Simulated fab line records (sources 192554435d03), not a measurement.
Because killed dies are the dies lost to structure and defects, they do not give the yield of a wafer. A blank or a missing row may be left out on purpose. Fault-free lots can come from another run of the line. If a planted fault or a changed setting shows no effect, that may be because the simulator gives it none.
Chamber matching | flow n5Finfet | 3 sister chambers for N5_BEOL_M0_PRE_CLEAN_131 on cvdCo-01
The step time 15 s. 3 wafers are shown with their chamber, then 7 later ones without.

WAFERS PAIRED WITH THEIR CHAMBERS
wafer  | chamber | heaterPowerW (W)
L314.6 | 2       | 44
L325.2 | 0       | 118
L325.4 | 1       | 77

WAFERS WHOSE CHAMBER IS MISSING
wafer  | heaterPowerW (W)
L325.5 | 44
L326.1 | 45
L326.2 | 76
L326.3 | 115
L328.1 | 75
L328.3 | 44
L328.4 | 44

WHICH CHAMBER EACH ONE RAN IN
wafer  | from the rows above | in truth
L325.5 | 2                   | 2
L326.1 | 2                   | 2
L326.2 | 1                   | 1
L326.3 | 0                   | 0
L328.1 | 1                   | 1
L328.3 | 2                   | 2
L328.4 | 2                   | 2
Placed correctly: 7 of 7. Number that these rows cannot place: 0. Wrongly placed: 0.
How it was worked out, from the rows above alone: a wafer's distance from a chamber is the root of the sum, over the readings, of the square of ((its reading less the chamber's mean) divided by the reading's scatter). If the next closest chamber is less than 2 further off than the closest, the wafer can't be placed; otherwise it belongs to the closest. For every chamber, the mean is computed from those of its wafers that are shown. The scatter: with one shown wafer a chamber, the root of the mean of the squares of how far each hidden wafer lies from its nearest shown one.
